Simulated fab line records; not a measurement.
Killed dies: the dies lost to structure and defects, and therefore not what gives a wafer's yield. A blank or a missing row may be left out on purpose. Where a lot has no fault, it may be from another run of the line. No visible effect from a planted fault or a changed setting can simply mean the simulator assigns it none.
Comparing a struck lot with a sound one | flow nand_harc | 45 steps out of a route of 1302
Sound: wafers L275.2, L275.4, L275.5. The struck wafers were L289.2, L289.4, L289.6. The cause is named last.
Order at every step that has rows: each side's tool, ch and its chambers, its first start. Under that, the readings that differ: sound wafers | struck wafers | difference of the means | sigmas: that difference in standard deviations of wafers without a fault.
alike: readings whose means differ by less than 2 such deviations, and words and numbers that are the same on both sides. not compared: withheld readings, readings that some wafer has no value for, bounds like >300 that may hide the same value, and numbers for which the record gives no deviation and whose values overlap.
The two part at a step that has a row with sigmas, a row that says differs or no value, or rows on one side only. Non-overlapping numbers with no deviation appear without sigmas and do not part them. Lack of a reading on every wafer of one side parts them only where that side has two or more wafers.

NHARC_P_GATE_ETCH_104: etches the open film in CF4/CHF3, target depth 60 nm.
  sound on rie_diel-06 ch 2,3, day 6 20:49; struck on rie_diel-07 ch 0,3, day 12 10:30
  alike: drypump_motor_current_A, oes_product_au, rf_vpp_V, showerhead_plenum_p_Torr, throttle_valve_pct
then, 4 steps without rows for these wafers: NHARC_P_GATE_HM_OPEN_105 (chemistry O2/COS, target depth 360 nm); NHARC_P_GATE_STRIP_106 (strips in O2/COS); NHARC_P_GATE_ETCH_114 (etches the open film in CF4/O2, target depth 30 nm, overetch 3 nm, time 16.5 s); NHARC_P_GATE_ETCH_32 (etches the open film in HBr/Cl2, target depth 150 nm, time 100.1 s).
NHARC_P_GATE_STRIP_108: strips in O2.
  sound on rie_diel-06 ch 0,1,3, day 6 21:24; struck on rie_diel-06 ch 0,2,3, day 12 11:02
  alike: chamber_pressure_mTorr, drypump_motor_current_A, oes_product_au, rf_vpp_V, showerhead_plenum_p_Torr, throttle_valve_pct
  not compared: rf_hours_counter_h
NHARC_P_GATE_CD_MEAS_33:
  struck on cd_sem-03, day 12 11:13; sound on cd_sem-02, day 6 21:33
  alike: cd_nm
then, 5 steps without rows for these wafers: NHARC_P_GATE_STRIP_35 (strips in SPM, time 600 s); NHARC_P_GATE_PRECLEAN_73 (cleans in SC1); NHARC_P_GATE_SRD_74; NHARC_P_GATE_ALD_36 (deposits SiNx, target thk 20 nm, pulse time 60 s, ald cycles 223); NHARC_P_GATE_ETCHBACK_37 (etches the open film in CHF3/O2, target depth 34.5 nm, time 17.2 s).
NHARC_P_GATE_STRIP_101: strips in O2, time 20 s.
  sound on rie_diel-06 ch 0,2, day 7 07:35; struck on rie_diel-06 ch 0,2,3, day 12 23:25
  no value came back on the struck wafers for any of 7 readings (bias_w (W), chamber_pressure_mTorr (mTorr) and others); on the sound wafers bias_w (W) reads 0 0 0
  not compared: rf_hours_counter_h
then, 12 steps without rows for these wafers: NHARC_P_GATE_PRECLEAN_97 (cleans in SPM, time 600 s); NHARC_P_GATE_SRD_98; NHARC_P_GATE_PRECLEAN_99 (cleans in SC1); NHARC_P_GATE_SRD_100; NHARC_P_GATE_DEHYDRATE_38 (time 120 s); NHARC_P_GATE_HMDS_39 (time 30 s); NHARC_P_GATE_COAT_40; NHARC_P_GATE_SOFTBAKE_41 (time 95 s); NHARC_P_GATE_EBR_42; NHARC_P_GATE_EXPOSE_43 (exposes mask P NSD, target cd 720 nm); NHARC_P_GATE_PEB_44 (peb time 85 s); NHARC_P_GATE_DEVELOP_45 (time 70 s).
NHARC_P_GATE_CD_MEAS_46: target cd 720 nm.
  sound on cd_sem-03 ch 0, day 7 08:31; struck on cd_sem-02 ch 0, day 13 00:20
  alike: cd_nm
then, 1 step without rows for these wafers: NHARC_P_GATE_HARDBAKE_47 (time 80 s).
NHARC_P_GATE_DESCUM_48: chemistry O2, time 3 s.
  sound on rie_diel-09 ch 0,1,3, day 7 08:41; struck on rie_diel-09 ch 1,2,3, day 13 00:31
  alike: drypump_motor_current_A, oes_product_au, rf_vpp_V, showerhead_plenum_p_Torr, throttle_valve_pct
  not compared: rf_hours_counter_h
following that, these wafers have no rows for 1 step: NHARC_P_GATE_IMPLANT_49.
NHARC_P_GATE_STRIP_111: strips in N2/H2, time 250 s.
  sound on plasma_asher-01 ch 0,1, day 7 09:35; struck on plasma_asher-02 ch 0,1, day 13 00:55
  alike: drypump_motor_current_A, heater_power_w
  not compared: rf_hours_counter_h
NHARC_P_GATE_STRIP_75: strips in O2.
  sound on plasma_asher-01 ch 0,1, day 7 09:50; struck on plasma_asher-02 ch 0,1, day 13 01:10
  alike: drypump_motor_current_A, heater_power_w
  not compared: rf_hours_counter_h
then, 9 steps without rows for these wafers: NHARC_P_GATE_STRIP_50 (strips in SPM, time 900 s); NHARC_P_GATE_DEHYDRATE_51 (time 120 s); NHARC_P_GATE_HMDS_52 (time 30 s); NHARC_P_GATE_COAT_53; NHARC_P_GATE_SOFTBAKE_54 (time 95 s); NHARC_P_GATE_EBR_55; NHARC_P_GATE_EXPOSE_56 (exposes mask P PSD, target cd 720 nm); NHARC_P_GATE_PEB_57 (peb time 85 s); NHARC_P_GATE_DEVELOP_58 (time 70 s).
NHARC_P_GATE_CD_MEAS_59: target cd 720 nm.
  sound on cd_sem-02 ch 0, day 7 10:49; struck on cd_sem-03 ch 0, day 13 02:05
  alike: cd_nm
then, 1 step without rows for these wafers: NHARC_P_GATE_HARDBAKE_60 (time 80 s).
-- record jumps: 17 days separate the struck wafers' starts on either side; left off in module P_GATE, taken up again in module A_BLC, whose first shown step is the route's number 1120 --
NHARC_A_BLC_DESCUM_15: chemistry O2, time 3 s.
  sound on rie_diel-02 ch 1,2, day 24 12:45; struck on rie_diel-05 ch 1,2, day 29 22:12
  reading                | sound           | struck            | difference | sigmas
  model.A_BLC.cd_nm (nm) | 101.1 101.1 101 | 100.2 100.7 100.4 | -0.6       |
  alike: drypump_motor_current_A, oes_product_au, rf_vpp_V, showerhead_plenum_p_Torr, throttle_valve_pct
  not compared: rf_hours_counter_h
NHARC_A_BLC_ETCH_17: etches the open film in N2/H2, target depth 390 nm, time 609.38 s.
  sound on rie_diel-02 ch 2,3; struck on rie_diel-05 ch 2,3
  reading                | sound             | struck            | difference | sigmas
  model.A_BLC.cd_nm (nm) | 101.5 100.6 100.3 | 99.94 99.97 100.2 | -0.76      |
  alike: drypump_motor_current_A, oes_product_au, rf_vpp_V, showerhead_plenum_p_Torr, throttle_valve_pct
  not compared: rf_hours_counter_h
NHARC_END_SORT_01:
  the record has rows for the sound wafers here (prober-01 ch 0, day 26 11:56) and none for the struck ones

## WHERE THEY PART
First at NHARC_P_GATE_STRIP_101; last, within this record, at NHARC_END_SORT_01.

WHY: whatever the simulator had introduced
Step skipped in full: rie_diel-06, at NHARC_P_GATE_STRIP_101, from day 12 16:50 onward. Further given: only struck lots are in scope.
